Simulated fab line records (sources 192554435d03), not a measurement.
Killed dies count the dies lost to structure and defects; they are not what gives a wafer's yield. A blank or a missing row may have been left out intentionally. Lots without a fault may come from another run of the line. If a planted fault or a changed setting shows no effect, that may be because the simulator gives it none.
fab line records | flow n5-finfet | part 1 of 2: steps 1 to 4 of 6
record: lots: 23 | wafers: 69 | last-day: 19
route steps=1938 shown FIN_SAQP@152 FIN_CUT@168 STI_FIN_REVEAL@187 DUMMY_GATE@244
lots that met no fault: from a run of the same line without faults
start-h: start of the lot's first displayed wafer, in hours after the record's first day | wait-h: hours from the lot's prior step to this one | " the same as in the row above | L1.1+2: several wafers, shown together as one row | - value missing, or start not given | * or withheld: withheld | < > ~ a bound
route shown NAME@n: names a module that has steps shown in the file, with the first one's number in the route | usual: mean/standard deviation taken from wafers without a fault | same: alike in all rows | chamber/n: place in a boat | sites: the reading at each site | _std_site: the standard deviation of these | _edge_site: mean of outer sites minus mean of inner sites | radius-mm: how far each site lies from the wafer's centre | mask NAME#n: copy n | behind: the most recent tool/chamber to have shaped the wafer | hold: reason for holding the lot/hours on hold/outcome of the hold | device: which transistor (n, p or np) failed to switch | end of line: the same wafers' tests at the end of the route | for a step that has no rows: nothing shown but its recipe | killed: the dies lost at the first sort to structure and to defects; this is not the yield of the wafer | map: the dies of a wafer, with x for killed, . for not killed, _ for no die there
set.NAME: the run value of the setting; set.NAME@STEP: its run value at that earlier step | model.NAME: the simulator's own value behind a step, which no gauge read
steps of the route over a sample of lots; a table a step, a row a wafer
services: a tool's chamber out of use, with start hour (start-h, from the record's first day; less than 0 if before it), hours out, and reason
== steps ==
step: N5_FIN_SAQP_OCD_MEAS_76
usual: trench-depth-nm: 119.7/2
lot.wafer | tool   | chamber | start-h | wait-h | trench-depth-nm
L074.1    | ocd-01 | -       | 27.26   | 0.0    | 121.8
L074.3    | "      | -       | "       | "      | 119.6
L074.5    | "      | -       | "       | "      | 120.5
L075.2    | ocd-02 | -       | 32.44   | 0.0    | 122.6
L075.4    | "      | -       | "       | "      | 118.1
L075.6    | "      | -       | "       | "      | 116.2
L077.1    | ocd-02 | -       | 43.83   | 0.0    | 116.9
L077.4    | "      | -       | "       | "      | 116.7
L077.6    | "      | -       | "       | "      | 120.1
L078.2    | ocd-02 | -       | 49.80   | 0.0    | 119.6
L078.4    | "      | -       | "       | "      | 120.1
L078.6    | "      | -       | "       | "      | 123.9
L079.2    | ocd-02 | -       | 57.54   | 0.0    | 121.5
L079.3    | "      | -       | "       | "      | 119.3
L079.5    | "      | -       | "       | "      | 121.9
L080.1    | ocd-01 | -       | 63.36   | 0.0    | 120.8
L080.3    | "      | -       | "       | "      | 119.6
L080.5    | "      | -       | "       | "      | 120.1
L081.1    | ocd-01 | -       | 69.14   | 0.0    | 119.1
L081.2    | "      | -       | "       | "      | 117.2
L081.6    | "      | -       | "       | "      | 119.6
L082.1    | ocd-02 | -       | 73.85   | 0.0    | 115.5
L082.4    | "      | -       | "       | "      | 119.2
L082.5    | "      | -       | "       | "      | 115.7
L083.2    | ocd-02 | -       | 79.60   | 0.0    | 119.1
L083.4    | "      | -       | "       | "      | 120.2
L083.6    | "      | -       | "       | "      | 120.4
L084.2    | ocd-01 | -       | 87.87   | 0.0    | 119.8
L084.5    | "      | -       | "       | "      | 119.6
L084.6    | "      | -       | "       | "      | 118.2
L085.2    | ocd-02 | -       | 93.10   | 0.0    | 119.9
L085.5    | "      | -       | "       | "      | 119.7
L085.6    | "      | -       | "       | "      | 120.4
L086.1    | ocd-01 | -       | 101.53  | 0.0    | 119.4
L086.3    | "      | -       | "       | "      | 118.8
L086.5    | "      | -       | "       | "      | 118.3
L087.2    | ocd-02 | -       | 106.61  | 0.0    | 116.6
L087.3    | "      | -       | "       | "      | 120.3
L087.6    | "      | -       | "       | "      | 116.5
L088.2    | ocd-01 | -       | 110.22  | 0.0    | 123.4
L088.3    | "      | -       | "       | "      | 118.9
L088.4    | "      | -       | "       | "      | 117.9
L089.1    | ocd-02 | -       | 116.36  | 0.0    | 119.3
L089.4    | "      | -       | "       | "      | 117.8
L089.6    | "      | -       | "       | "      | 117.5
L090.3    | ocd-01 | -       | 122.64  | 0.0    | 117.5
L090.4    | "      | -       | "       | "      | 119.5
L090.6    | "      | -       | "       | "      | 120.3
L091.2    | ocd-01 | -       | 128.94  | 0.0    | 117.8
L091.5    | "      | -       | "       | "      | 117.5
L091.6    | "      | -       | "       | "      | 122.8
L092.3    | ocd-01 | -       | 133.84  | 0.0    | 120.5
L092.5    | "      | -       | "       | "      | 120.1
L092.6    | "      | -       | "       | "      | 120.7
L093.2    | ocd-01 | -       | 140.39  | 0.0    | 118.9
L093.3    | "      | -       | "       | "      | 118.1
L093.4    | "      | -       | "       | "      | 119.0
L094.3    | ocd-02 | -       | 146.64  | 0.0    | 121.0
L094.5    | "      | -       | "       | "      | 124.0
L094.6    | "      | -       | "       | "      | 119.1
L095.2    | ocd-02 | -       | 154.28  | 0.0    | 119.5
L095.5    | "      | -       | "       | "      | 117.9
L095.6    | "      | -       | "       | "      | 122.5
L096.1    | ocd-02 | -       | 159.96  | 0.0    | 123.4
L096.2    | "      | -       | "       | "      | 119.9
L096.5    | "      | -       | "       | "      | 122.7
L097.3    | ocd-02 | -       | 166.65  | 0.0    | 117.6
L097.4    | "      | -       | "       | "      | 116.5
L097.5    | "      | -       | "       | "      | 117.8
step: N5_FIN_CUT_ETCH_20
recipe: chemistry: CF4 | target: SiARC | target-depth-a: 260 | mask-material: CAR-EUV | time-s: 43.3 | ion-energy-ev: 80 | pressure-mtorr: 40 | source-w: 545 | bias-w: 36 | Ar_flow_sccm: 100 | cf4-flow-sccm: 100 | ends: cleared
usual: drypump-motor-current-A: 5.5/0.51 | etch-rf-on-time-s: 43.3/0.83 | oes-product-au: 0.67/0.074 | rf-vpp-V: 184.4/1.4 | showerhead-plenum-p-Torr: 2.17/0.089 | throttle-valve-pct: 15.73/0.24
lot.wafer | tool        | chamber | start-h | wait-h | drypump-motor-current-A | etch-rf-on-time-s | oes-product-au | rf-hours-counter-h | rf-vpp-V | showerhead-plenum-p-Torr | throttle-valve-pct
L074.1    | rie-diel-05 | 2       | 27.90   | 0.0    | 5.0                     | 44.3              | 0.58           | 228                | 181.6    | 2.03                     | 16.05
L074.3    | "           | 3       | "       | "      | 6.2                     | 45.3              | 0.58           | 240                | 184.7    | 2.11                     | 15.65
L074.5    | "           | 2       | "       | "      | 5.0                     | 43.9              | 0.59           | -                  | 184.2    | 2.03                     | 16.04
L075.2    | rie-diel-05 | 1       | 32.95   | 0.0    | 5.6                     | 41.3              | 0.81           | 12                 | 184.9    | 2.29                     | 15.72
L075.4    | "           | 3       | "       | "      | 6.2                     | 45.1              | 0.58           | 242                | 183.6    | 2.11                     | 15.67
L075.6    | "           | 2       | "       | "      | 5.0                     | 43.7              | 0.60           | -                  | 182.9    | 2.03                     | 16.03
L077.1    | rie-diel-05 | 0       | 44.34   | 0.0    | 5.8                     | 43.2              | 0.77           | 23                 | 185.5    | 2.28                     | 15.44
L077.4    | "           | 2       | "       | "      | 5.0                     | 43.9              | 0.59           | 233                | 182.3    | 2.03                     | 16.05
L077.6    | "           | 3       | "       | "      | 6.1                     | 45.2              | 0.58           | -                  | 183.6    | 2.11                     | 15.68
L078.2    | rie-diel-04 | 2       | 50.82   | 0.0    | 5.1                     | 42.6              | 0.64           | 159                | 183.0    | 2.06                     | 15.66
L078.4    | "           | 0       | "       | "      | 5.3                     | 44.0              | 0.65           | 115                | 185.1    | 2.16                     | 15.34
L078.6    | "           | 0       | "       | "      | 5.3                     | 43.6              | 0.65           | -                  | 182.8    | 2.16                     | 15.34
L079.2    | rie-diel-04 | 2       | 58.18   | 0.0    | 5.1                     | 42.8              | 0.64           | 161                | 184.5    | 2.06                     | 15.67
L079.3    | "           | 0       | "       | "      | 5.3                     | 43.1              | 0.66           | 117                | 183.5    | 2.15                     | 15.35
L079.5    | "           | 1       | "       | "      | 4.9                     | 43.9              | 0.66           | -                  | 184.9    | 2.24                     | 15.93
L080.1    | rie-diel-03 | 2       | 63.87   | 0.0    | 6.1                     | 43.0              | 0.62           | 197                | 184.4    | 2.22                     | 15.71
L080.3    | "           | 1       | "       | "      | 6.1                     | 44.3              | 0.63           | 126                | 183.3    | 2.15                     | 15.79
L080.5    | "           | 1       | "       | "      | 6.0                     | 43.9              | 0.63           | -                  | 185.1    | 2.15                     | 15.79
L081.1    | rie-diel-05 | 1       | 69.66   | 0.0    | 5.6                     | 42.0              | 0.78           | 23                 | 185.7    | 2.29                     | 15.70
L081.2    | "           | 2       | "       | "      | 5.0                     | 44.1              | 0.58           | 242                | 182.4    | 2.03                     | 16.08
L081.6    | "           | 0       | "       | "      | 5.8                     | 43.2              | 0.76           | -                  | 185.0    | 2.27                     | 15.47
L082.1    | rie-diel-05 | 1       | 74.36   | 0.0    | 5.6                     | 42.1              | 0.77           | 25                 | 184.1    | 2.29                     | 15.73
L082.4    | "           | 3       | "       | "      | 6.1                     | 43.9              | 0.83           | 0                  | 185.0    | 2.11                     | 15.22
L082.5    | "           | 1       | "       | "      | 5.6                     | 42.2              | 0.78           | -                  | 184.9    | 2.29                     | 15.75
L083.2    | rie-diel-03 | 2       | 80.36   | 0.0    | 6.1                     | 42.7              | 0.62           | 202                | 185.4    | 2.22                     | 15.72
L083.4    | "           | 0       | "       | "      | 4.9                     | 43.5              | 0.67           | -                  | 181.4    | 2.06                     | 15.78
L083.6    | "           | 3       | "       | "      | 6.3                     | 43.9              | 0.59           | -                  | 182.9    | 2.12                     | 16.15
L084.2    | rie-diel-05 | 2       | 88.41   | 0.0    | 5.0                     | 43.7              | 0.58           | 247                | 181.5    | 2.03                     | 16.09
L084.5    | "           | 1       | "       | "      | 5.6                     | 42.3              | 0.76           | -                  | 186.1    | 2.28                     | 15.76
L084.6    | "           | 0       | "       | "      | 5.8                     | 43.3              | 0.75           | -                  | 185.0    | 2.27                     | 15.49
L085.2    | rie-diel-03 | 1       | 93.74   | 0.0    | 6.1                     | 44.0              | 0.63           | 131                | 182.7    | 2.15                     | 15.77
L085.5    | "           | 0       | "       | "      | 4.9                     | 44.0              | 0.67           | -                  | 184.8    | 2.05                     | 15.79
L085.6    | "           | 3       | "       | "      | 6.3                     | 44.1              | 0.59           | -                  | 184.6    | 2.12                     | 16.16
L086.1    | rie-diel-04 | 0       | 102.16  | 0.0    | 5.3                     | 43.4              | 0.65           | 129                | 184.9    | 2.15                     | 15.37
L086.3    | "           | 1       | "       | "      | 4.9                     | 43.9              | 0.64           | 137                | 186.0    | 2.24                     | 15.97
L086.5    | "           | 2       | "       | "      | 5.1                     | 42.3              | 0.63           | -                  | 184.1    | 2.06                     | 15.69
L087.2    | rie-diel-04 | 1       | 107.12  | 0.0    | 4.9                     | 43.9              | 0.65           | 138                | 184.8    | 2.24                     | 15.96
L087.3    | "           | 3       | "       | "      | 4.9                     | 44.2              | 0.65           | 148                | 184.6    | 2.22                     | 15.68
L087.6    | "           | 1       | "       | "      | 5.0                     | 43.8              | 0.64           | -                  | 187.2    | 2.24                     | 15.98
L088.2    | rie-diel-03 | 1       | 110.86  | 0.0    | 6.0                     | 43.0              | 0.63           | 135                | 185.0    | 2.15                     | 15.80
L088.3    | "           | 2       | "       | "      | 6.1                     | 42.8              | 0.61           | 210                | 185.9    | 2.21                     | 15.75
L088.4    | "           | 0       | "       | "      | 4.9                     | 42.6              | 0.67           | 135                | 183.3    | 2.05                     | 15.81
L089.1    | rie-diel-03 | 3       | 116.88  | 0.0    | 6.3                     | 43.4              | 0.59           | 238                | 183.4    | 2.12                     | 16.16
L089.4    | "           | 3       | "       | "      | 6.3                     | 43.1              | 0.60           | -                  | 183.5    | 2.12                     | 16.18
L089.6    | "           | 0       | "       | "      | 4.9                     | 43.5              | 0.67           | -                  | 184.2    | 2.05                     | 15.80
L090.3    | rie-diel-05 | 1       | 123.28  | 0.0    | 5.6                     | 42.4              | 0.75           | 39                 | 186.5    | 2.28                     | 15.76
L090.4    | "           | 0       | "       | "      | 5.8                     | 43.8              | 0.73           | -                  | 187.8    | 2.27                     | 15.49
L090.6    | "           | 1       | "       | "      | 5.6                     | 41.8              | 0.75           | -                  | 184.9    | 2.28                     | 15.77
L091.2    | rie-diel-04 | 0       | 129.45  | 0.0    | 5.3                     | 43.5              | 0.64           | 136                | 182.4    | 2.15                     | 15.38
L091.5    | "           | 3       | "       | "      | 4.9                     | 44.0              | 0.65           | -                  | 185.5    | 2.21                     | 15.70
L091.6    | "           | 2       | "       | "      | 5.1                     | 42.0              | 0.64           | -                  | 183.9    | 2.06                     | 15.71
L092.3    | rie-diel-04 | 3       | 134.35  | 0.0    | 4.9                     | 44.1              | 0.64           | 156                | 184.0    | 2.21                     | 15.70
L092.5    | "           | 2       | "       | "      | 5.1                     | 42.5              | 0.62           | -                  | 182.6    | 2.06                     | 15.70
L092.6    | "           | 3       | "       | "      | 4.9                     | 44.2              | 0.64           | -                  | 184.1    | 2.21                     | 15.70
L093.2    | rie-diel-03 | 0       | 141.03  | 0.0    | 4.9                     | 43.5              | 0.66           | 144                | 182.1    | 2.05                     | 15.83
L093.3    | "           | 1       | "       | "      | 6.1                     | 43.5              | 0.63           | 144                | 184.3    | 2.15                     | 15.81
L093.4    | "           | 3       | "       | "      | 6.3                     | 43.4              | 0.59           | 246                | 184.5    | 2.12                     | 16.18
L094.3    | rie-diel-03 | 1       | 147.28  | 0.0    | 6.0                     | 43.2              | 0.63           | 145                | 183.7    | 2.15                     | 15.81
L094.5    | "           | 3       | "       | "      | 6.3                     | 43.6              | 0.59           | -                  | 184.9    | 2.12                     | 16.17
L094.6    | "           | 0       | "       | "      | 4.9                     | 43.5              | 0.66           | -                  | 184.4    | 2.05                     | 15.81
L095.2    | rie-diel-05 | 0       | 154.84  | 0.0    | 5.8                     | 43.4              | 0.71           | 58                 | 186.1    | 2.26                     | 15.51
L095.5    | "           | 1       | "       | "      | 5.6                     | 42.2              | 0.74           | -                  | 185.3    | 2.28                     | 15.78
L095.6    | "           | 2       | "       | "      | 5.0                     | 42.9              | 0.82           | -                  | 186.1    | 2.27                     | 15.61
L096.1    | rie-diel-05 | 1       | 160.48  | 0.0    | 5.6                     | 41.8              | 0.74           | 51                 | 185.4    | 2.28                     | 15.79
L096.2    | "           | 0       | "       | "      | 5.8                     | 43.6              | 0.71           | 59                 | 185.8    | 2.26                     | 15.51
L096.5    | "           | 1       | "       | "      | 5.6                     | 41.8              | 0.74           | -                  | 185.6    | 2.28                     | 15.79
L097.3    | rie-diel-05 | 3       | 167.16  | 0.0    | 6.2                     | 43.5              | 0.75           | 29                 | 181.8    | 2.10                     | 15.28
L097.4    | "           | 2       | "       | "      | 5.0                     | 43.1              | 0.80           | 13                 | 185.9    | 2.27                     | 15.61
L097.5    | "           | 2       | "       | "      | 5.0                     | 42.9              | 0.81           | -                  | 185.9    | 2.27                     | 15.62
step: N5_FIN_CUT_PRECLEAN_35
recipe: time-s: 13.3 | temp-c: 45 | pressure-torr: 125 | p-hf-torr: 3 | p-coreactant-torr: 25 | chemistry: vHF
usual: drypump-motor-current-A: 5.84/0.19 | foreline-p-Torr: 0.1281/0.00051
lot.wafer | tool          | chamber | start-h | wait-h | drypump-motor-current-A | foreline-p-Torr
L074.1    | vapor-etch-02 | 1       | 28.40   | 0.0    | 6.00                    | 0.1281
L074.3    | "             | 1       | "       | "      | 6.00                    | 0.1283
L074.5    | "             | 0       | "       | "      | 5.96                    | 0.1274
L075.2    | vapor-etch-02 | 0       | 33.45   | 0.0    | 5.88                    | 0.1278
L075.4    | "             | 0       | "       | "      | 5.91                    | 0.1272
L075.6    | "             | 0       | "       | "      | 5.91                    | 0.1274
L077.1    | vapor-etch-01 | 0       | 44.84   | 0.0    | 5.77                    | 0.1281
L077.4    | "             | 0       | "       | "      | 5.79                    | 0.1278
L077.6    | "             | 1       | "       | "      | 5.46                    | 0.1283
L078.2    | vapor-etch-01 | 0       | 51.32   | 0.1    | 5.78                    | 0.1283
L078.4    | "             | 1       | "       | "      | 5.44                    | 0.1278
L078.6    | "             | 1       | "       | "      | 5.43                    | 0.1275
L079.2    | vapor-etch-02 | 0       | 58.68   | 0.0    | 5.89                    | 0.1276
L079.3    | "             | 0       | "       | "      | 5.89                    | 0.1281
L079.5    | "             | 1       | "       | "      | 5.99                    | 0.1274
L080.1    | vapor-etch-02 | 1       | 64.37   | 0.0    | 6.01                    | 0.1274
L080.3    | "             | 1       | "       | "      | 6.01                    | 0.1277
L080.5    | "             | 1       | "       | "      | 5.99                    | 0.1283
L081.1    | vapor-etch-02 | 1       | 70.15   | 0.0    | 5.99                    | 0.1282
L081.2    | "             | 0       | "       | "      | 5.89                    | 0.1282
L081.6    | "             | 0       | "       | "      | 5.86                    | 0.1289
L082.1    | vapor-etch-01 | 0       | 74.87   | 0.1    | 5.78                    | 0.1282
L082.4    | "             | 0       | "       | "      | 5.76                    | 0.1287
L082.5    | "             | 1       | "       | "      | 5.46                    | 0.1280
L083.2    | vapor-etch-02 | 0       | 80.86   | 0.0    | 5.96                    | 0.1274
L083.4    | "             | 1       | "       | "      | 5.98                    | 0.1283
L083.6    | "             | 1       | "       | "      | 5.99                    | 0.1282
L084.2    | vapor-etch-01 | 0       | 88.90   | 0.0    | 5.76                    | 0.1280
L084.5    | "             | 0       | "       | "      | 5.76                    | 0.1277
L084.6    | "             | 1       | "       | "      | 5.44                    | 0.1279
L085.2    | vapor-etch-01 | 0       | 94.23   | 0.0    | 5.78                    | 0.1277
L085.5    | "             | 0       | "       | "      | 5.79                    | 0.1277
L085.6    | "             | 1       | "       | "      | 5.44                    | 0.1281
L086.1    | vapor-etch-02 | 1       | 102.66  | 0.0    | 6.01                    | 0.1281
L086.3    | "             | 0       | "       | "      | 5.93                    | 0.1278
L086.5    | "             | 1       | "       | "      | 6.00                    | 0.1282
L087.2    | vapor-etch-02 | 1       | 107.62  | 0.0    | 6.01                    | 0.1278
L087.3    | "             | 0       | "       | "      | 5.91                    | 0.1300
L087.6    | "             | 0       | "       | "      | 5.92                    | 0.1298
L088.2    | vapor-etch-01 | 0       | 111.35  | 0.0    | 5.78                    | 0.1279
L088.3    | "             | 1       | "       | "      | 5.45                    | 0.1280
L088.4    | "             | 0       | "       | "      | 5.76                    | 0.1277
L089.1    | vapor-etch-02 | 1       | 117.37  | 0.0    | 5.98                    | 0.1275
L089.4    | "             | 0       | "       | "      | 5.94                    | 0.1277
L089.6    | "             | 1       | "       | "      | 5.97                    | 0.1283
L090.3    | vapor-etch-02 | 1       | 124.04  | 0.3    | 5.99                    | 0.1279
L090.4    | "             | 0       | "       | "      | 5.92                    | 0.1269
L090.6    | "             | 1       | "       | "      | 6.01                    | 0.1280
L091.2    | vapor-etch-02 | 0       | 129.95  | 0.0    | 5.91                    | 0.1281
L091.5    | "             | 1       | "       | "      | 5.97                    | 0.1280
L091.6    | "             | 0       | "       | "      | 5.87                    | 0.1288
L092.3    | vapor-etch-01 | 1       | 134.87  | 0.1    | 5.44                    | 0.1284
L092.5    | "             | 0       | "       | "      | 5.77                    | 0.1280
L092.6    | "             | 1       | "       | "      | 5.44                    | 0.1280
L093.2    | vapor-etch-02 | 1       | 141.52  | 0.0    | 5.97                    | 0.1293
L093.3    | "             | 1       | "       | "      | 5.96                    | 0.1283
L093.4    | "             | 0       | "       | "      | 5.94                    | 0.1272
L094.3    | vapor-etch-02 | 0       | 147.80  | 0.1    | 5.89                    | 0.1285
L094.5    | "             | 0       | "       | "      | 5.92                    | 0.1278
L094.6    | "             | 1       | "       | "      | 5.97                    | 0.1279
L095.2    | vapor-etch-02 | 0       | 155.34  | 0.0    | 5.94                    | 0.1273
L095.5    | "             | 0       | "       | "      | 5.94                    | 0.1288
L095.6    | "             | 1       | "       | "      | 5.99                    | 0.1282
L096.1    | vapor-etch-02 | 0       | 160.97  | 0.0    | 5.90                    | 0.1284
L096.2    | "             | 1       | "       | "      | 6.01                    | 0.1269
L096.5    | "             | 0       | "       | "      | 5.91                    | 0.1287
L097.3    | vapor-etch-02 | 0       | 167.67  | 0.1    | 5.91                    | 0.1288
L097.4    | "             | 1       | "       | "      | 5.98                    | 0.1274
L097.5    | "             | 1       | "       | "      | 5.97                    | 0.1279
step: N5_STI_FIN_REVEAL_CMP_04
recipe: stop-on: Si3N4 | t-overpolish-s: 4 | down-force-psi: 2 | platen-rpm: 54.18 | post-cmp-clean: alkaline-brush | pad-velocity-m-s: 1.078 | target-thk-nm: 131.83
usual: motor-current-A: 8.2/0.88 | overpolish-run-s: 4.000/0.0084 | platen-rpm: 54.18/0.037 | time-to-endpoint-s: 109/5.2
lot.wafer | tool   | chamber | start-h | wait-h | motor-current-A | overpolish-run-s | platen-rpm | time-to-endpoint-s
L074.3    | cmp-03 | 2       | 33.96   | 0.1    | 8.3             | 4.001            | 54.24      | 111
L074.1    | "      | 3       | "       | "      | 6.7             | 3.993            | 54.16      | 116
L074.5    | "      | 1       | "       | "      | 8.4             | 3.998            | 54.19      | 119
L075.2    | cmp-03 | 3       | 39.19   | 0.3    | 6.2             | 3.980            | 54.17      | 118
L075.4    | "      | 0       | "       | "      | 7.7             | 4.003            | 54.15      | 113
L075.6    | "      | 1       | "       | "      | 8.5             | 4.012            | 54.23      | 119
L077.4    | cmp-02 | 0       | 50.73   | 0.0    | 10.6            | 3.997            | 54.24      | 111
L077.1    | "      | 1       | "       | "      | 8.6             | 3.985            | 54.21      | 108
L077.6    | "      | 0       | "       | "      | 10.4            | 3.991            | 54.14      | 107
L078.4    | cmp-02 | 0       | 59.57   | 0.0    | 9.7             | 4.007            | 54.18      | 109
L078.2    | "      | 1       | "       | "      | 8.4             | 3.988            | 54.15      | 108
L078.6    | "      | 0       | "       | "      | 10.0            | 4.007            | 54.23      | 110
L079.3    | cmp-01 | 1       | 66.27   | 0.0    | 7.9             | 4.014            | 54.15      | 111
L079.2    | "      | 2       | "       | "      | 7.5             | 4.006            | 54.24      | 104
L079.5    | "      | 1       | "       | "      | 7.9             | 4.007            | 54.10      | 117
L080.1    | cmp-02 | 1       | 69.93   | 0.1    | 8.3             | 4.006            | 54.19      | 111
L080.3    | "      | 2       | "       | "      | 8.0             | 3.984            | 54.21      | 104
L080.5    | "      | 3       | "       | "      | 7.9             | 3.977            | 54.18      | 113
L081.2    | cmp-03 | 1       | 76.91   | 0.1    | 8.7             | 4.009            | 54.17      | 109
L081.1    | "      | 2       | "       | "      | 8.3             | 4.011            | 54.17      | 99
L081.6    | "      | 3       | "       | "      | 6.4             | 4.012            | 54.17      | 105
L082.1    | cmp-02 | 1       | 80.38   | 0.0    | 8.2             | 4.002            | 54.13      | 114
L082.4    | "      | 3       | "       | "      | 7.8             | 4.001            | 54.20      | 115
L082.5    | "      | 2       | "       | "      | 8.3             | 4.009            | 54.25      | 109
L083.2    | cmp-03 | 1       | 86.47   | 0.1    | 8.8             | 4.007            | 54.21      | 107
L083.4    | "      | 3       | "       | "      | 6.7             | 4.008            | 54.18      | 104
L083.6    | "      | 1       | "       | "      | 8.9             | 3.996            | 54.20      | 105
L084.2    | cmp-02 | 3       | 94.45   | 0.1    | 8.1             | 4.005            | 54.17      | 113
L084.5    | "      | 2       | "       | "      | 8.1             | 4.015            | 54.25      | 105
L084.6    | "      | 3       | "       | "      | 7.9             | 4.007            | 54.22      | 114
L085.2    | cmp-01 | 1       | 100.01  | 0.0    | 8.4             | 4.002            | 54.22      | 104
L085.6    | "      | 1       | "       | "      | 8.8             | 4.006            | 54.22      | 110
L085.5    | "      | 2       | "       | "      | 7.6             | 3.994            | 54.15      | 97
L086.3    | cmp-03 | 1       | 109.39  | 0.1    | 8.6             | 3.989            | 54.24      | 112
L086.1    | "      | 2       | "       | "      | 7.9             | 4.012            | 54.17      | 103
L086.5    | "      | 1       | "       | "      | 8.3             | 3.989            | 54.22      | 110
L087.2    | cmp-02 | 0       | 113.48  | 0.0    | 10.1            | 3.998            | 54.20      | 107
L087.3    | "      | 3       | "       | "      | 7.7             | 4.003            | 54.13      | 108
L087.6    | "      | 1       | "       | "      | 8.5             | 3.995            | 54.14      | 114
L088.3    | cmp-03 | 3       | 117.64  | 0.0    | 6.6             | 4.005            | 54.21      | 108
L088.2    | "      | 0       | "       | "      | 7.8             | 4.007            | 54.17      | 107
L088.4    | "      | 1       | "       | "      | 8.9             | 4.000            | 54.26      | 107
L089.1    | cmp-03 | 1       | 122.98  | 0.0    | 8.3             | 3.984            | 54.20      | 110
L089.4    | "      | 3       | "       | "      | 6.4             | 4.006            | 54.20      | 107
L089.6    | "      | 1       | "       | "      | 8.8             | 4.012            | 54.16      | 109
L090.3    | cmp-03 | 0       | 129.54  | 0.0    | 7.8             | 3.982            | 54.18      | 103
L090.4    | "      | 3       | "       | "      | 6.6             | 3.992            | 54.18      | 102
L090.6    | "      | 1       | "       | "      | 8.9             | 4.003            | 54.27      | 109
L091.2    | cmp-02 | 2       | 135.87  | 0.1    | 7.8             | 4.004            | 54.14      | 113
L091.5    | "      | 0       | "       | "      | 9.8             | 4.005            | 54.25      | 113
L091.6    | "      | 1       | "       | "      | 8.6             | 4.003            | 54.17      | 118
L092.3    | cmp-03 | 1       | 140.34  | 0.0    | 8.9             | 4.010            | 54.14      | 109
L092.6    | "      | 1       | "       | "      | 8.7             | 4.000            | 54.21      | 108
L092.5    | "      | 2       | "       | "      | 8.2             | 4.015            | 54.21      | 102
L093.3    | cmp-01 | 2       | 147.02  | 0.0    | 7.6             | 4.011            | 54.20      | 104
L093.2    | "      | 3       | "       | "      | 7.2             | 3.992            | 54.21      | 110
L093.4    | "      | 1       | "       | "      | 8.5             | 4.004            | 54.18      | 115
L094.3    | cmp-03 | 3       | 153.30  | 0.1    | 6.6             | 3.987            | 54.20      | 113
L094.5    | "      | 2       | "       | "      | 8.6             | 3.998            | 54.20      | 105
L094.6    | "      | 3       | "       | "      | 6.4             | 3.999            | 54.14      | 110
L095.2    | cmp-01 | 1       | 160.88  | 0.1    | 8.8             | 3.997            | 54.13      | 118
L095.5    | "      | 0       | "       | "      | 8.1             | 4.013            | 54.16      | 113
L095.6    | "      | 1       | "       | "      | 8.2             | 4.009            | 54.12      | 119
L096.1    | cmp-01 | 3       | 166.57  | 0.1    | 7.7             | 4.005            | 54.21      | 109
L096.2    | "      | 1       | "       | "      | 7.7             | 3.999            | 54.14      | 118
L096.5    | "      | 3       | "       | "      | 7.2             | 3.986            | 54.17      | 111
L097.3    | cmp-01 | 2       | 173.85  | 0.1    | 7.6             | 4.000            | 54.15      | 104
L097.4    | "      | 3       | "       | "      | 7.3             | 4.005            | 54.20      | 112
L097.5    | "      | 1       | "       | "      | 8.7             | 3.993            | 54.23      | 118
